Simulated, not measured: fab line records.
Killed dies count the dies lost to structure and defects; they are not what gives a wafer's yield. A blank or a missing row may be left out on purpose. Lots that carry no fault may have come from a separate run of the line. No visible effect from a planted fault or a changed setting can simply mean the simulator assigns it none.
Matching of chambers + flow nand_harc + NHARC_P_M2_DEP_33 on pecvd-03 has 3 sister chambers
The step deposits SiCN, target thk 30 nm. 3 wafers are shown with their chamber, then 8 later ones without.

== WAFERS PAIRED WITH THEIR CHAMBERS ==
| wafer  | chamber | heater_power_w (W) |
|--------|---------|--------------------|
| L086.5 | 2       | 560                |
| L086.6 | 0       | 573                |
| L089.2 | 1       | 599                |

== WAFERS WITHOUT THEIR CHAMBER ==
| wafer  | heater_power_w (W) |
|--------|--------------------|
| L089.4 | 572                |
| L089.6 | 563                |
| L092.1 | 527                |
| L092.3 | 489                |
| L092.5 | 489                |
| L097.3 | 473                |
| L097.4 | 540                |
| L097.6 | 485                |

== WHICH CHAMBER EACH WENT THROUGH ==
| wafer  | from the rows above          | in truth |
|--------|------------------------------|----------|
| L089.4 | can't be placed: 0 or 2 or 1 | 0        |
| L089.6 | can't be placed: 2 or 0 or 1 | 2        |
| L092.1 | can't be placed: 2 or 0 or 1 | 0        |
| L092.3 | can't be placed: 2 or 0 or 1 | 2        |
| L092.5 | can't be placed: 2 or 0 or 1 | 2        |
| L097.3 | can't be placed: 2 or 0 or 1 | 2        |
| L097.4 | can't be placed: 2 or 0 or 1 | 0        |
| L097.6 | can't be placed: 2 or 0 or 1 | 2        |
Correctly placed: 0 of 8. From these rows, 8 cannot be placed; in 8 the true chamber is one of the candidates. Placed wrongly: 0.
How it was worked out, from the rows above alone: a wafer's distance from a chamber is the root of the sum, over the readings, of the square of ((its reading less the chamber's mean) divided by the reading's scatter). The wafer belongs to the nearest chamber; if the next one is less than 2 further off, it can't be placed. The mean given for a chamber averages the wafers shown for that chamber. The scatter: with one shown wafer a chamber, the root of the mean of the squares of how far each hidden wafer lies from its nearest shown one.
